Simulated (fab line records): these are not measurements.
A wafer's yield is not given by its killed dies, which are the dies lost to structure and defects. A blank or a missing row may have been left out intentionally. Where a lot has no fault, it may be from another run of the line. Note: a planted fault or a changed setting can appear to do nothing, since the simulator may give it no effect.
Matching of chambers + flow nand_harc + rie_diel-08 running NHARC_A_BLC_DESCUM_15: 4 sister chambers
The step chemistry O2, time 3 s. 27 wafers are shown with their chamber, then 12 later ones without.

WAFERS PAIRED WITH THEIR CHAMBERS
| wafer  | chamber | showerhead_plenum_p_Torr (Torr) | drypump_motor_current_A (A) | oes_product_au (a.u.) |
|--------|---------|---------------------------------|-----------------------------|-----------------------|
| L074.4 | 3       | 2.02                            | 5.8                         | 0.994                 |
| L074.5 | 2       | 2.00                            | 5.0                         | 0.993                 |
| L074.6 | 3       | 2.02                            | 5.8                         | 0.987                 |
| L077.3 | 0       | 1.91                            | 6.1                         | 0.982                 |
| L077.5 | 0       | 1.91                            | 6.1                         | 0.993                 |
| L077.6 | 1       | 1.92                            | 6.3                         | 0.999                 |
| L077.1 | 1       | 1.92                            | 6.2                         | 0.986                 |
| L077.2 | 3       | 2.02                            | 5.8                         | 0.984                 |
| L077.4 | 2       | 2.00                            | 5.0                         | 0.990                 |
| L075.1 | 3       | 2.02                            | 5.8                         | 0.990                 |
| L075.5 | 0       | 1.91                            | 6.1                         | 0.983                 |
| L075.6 | 3       | 2.02                            | 5.8                         | 0.992                 |
| L081.1 | 0       | 1.91                            | 6.1                         | 0.979                 |
| L081.2 | 2       | 2.00                            | 5.0                         | 0.994                 |
| L081.4 | 3       | 2.02                            | 5.8                         | 0.994                 |
| L083.4 | 2       | 2.00                            | 5.0                         | 0.988                 |
| L083.5 | 2       | 2.00                            | 5.0                         | 0.986                 |
| L083.6 | 0       | 1.91                            | 6.2                         | 0.975                 |
| L085.2 | 3       | 2.02                            | 5.8                         | 0.991                 |
| L085.4 | 0       | 1.91                            | 6.1                         | 0.977                 |
| L085.6 | 2       | 2.00                            | 5.0                         | 0.984                 |
| L087.1 | 3       | 2.02                            | 5.8                         | 1.007                 |
| L087.5 | 3       | 2.02                            | 5.8                         | 0.998                 |
| L087.6 | 2       | 2.00                            | 5.0                         | 0.994                 |
| L091.1 | 1       | 1.91                            | 6.3                         | 0.999                 |
| L091.3 | 0       | 1.91                            | 6.1                         | 1.002                 |
| L091.4 | 3       | 2.02                            | 5.8                         | 1.000                 |

SIGNATURES, as means of the wafers listed above
| reading                  | chamber 0 | chamber 1 | chamber 2 | chamber 3 | scatter within a chamber |
|--------------------------|-----------|-----------|-----------|-----------|--------------------------|
| showerhead_plenum_p_Torr | 1.9100    | 1.9167    | 2.0000    | 2.0200    | 0.0017                   |
| drypump_motor_current_A  | 6.114     | 6.267     | 5.000     | 5.800     | 0.0257                   |
| oes_product_au           | 0.98443   | 0.99467   | 0.98986   | 0.99370   | 0.00714                  |
Rule: distance of a wafer from a chamber = root of the sum over the readings of ((wafer's reading minus chamber's mean) / reading's scatter) squared. If the next closest chamber is less than 2 further off than the closest, the wafer can't be placed; otherwise it belongs to the closest. The scatter: take each reading less its chamber's mean, square it, sum over the shown wafers, divide by the number of wafers less the number of chambers, and take the root.

WAFERS WITH NO CHAMBER GIVEN
| wafer  | showerhead_plenum_p_Torr (Torr) | drypump_motor_current_A (A) | oes_product_au (a.u.) |
|--------|---------------------------------|-----------------------------|-----------------------|
| L086.1 | 2.02                            | 5.8                         | 0.994                 |
| L086.3 | 1.91                            | 6.2                         | 1.004                 |
| L086.6 | 1.91                            | 6.3                         | 1.001                 |
| L093.1 | 1.91                            | 6.1                         | 1.004                 |
| L093.3 | 2.02                            | 5.8                         | 0.989                 |
| L093.4 | 1.91                            | 6.3                         | 1.011                 |
| L095.3 | 1.91                            | 6.2                         | 0.996                 |
| L095.4 | 1.99                            | 5.0                         | 0.990                 |
| L095.6 | 1.99                            | 5.0                         | 1.008                 |
| L097.1 | 1.91                            | 6.2                         | 1.002                 |
| L097.2 | 1.91                            | 6.1                         | 0.992                 |
| L097.4 | 1.99                            | 5.0                         | 1.009                 |

CHAMBER TAKEN BY EACH
| wafer  | from the rows above     | in truth |
|--------|-------------------------|----------|
| L086.1 | 3                       | 3        |
| L086.3 | can't be placed: 0 or 1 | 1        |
| L086.6 | 1                       | 1        |
| L093.1 | 0                       | 0        |
| L093.3 | 3                       | 3        |
| L093.4 | 1                       | 1        |
| L095.3 | can't be placed: 0 or 1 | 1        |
| L095.4 | 2                       | 2        |
| L095.6 | 2                       | 2        |
| L097.1 | can't be placed: 0 or 1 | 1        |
| L097.2 | 0                       | 0        |
| L097.4 | 2                       | 2        |
9 of 12 placed correctly. Unplaceable from these rows: 3, with the true chamber sitting among the candidates in 3. 0 placed wrongly.
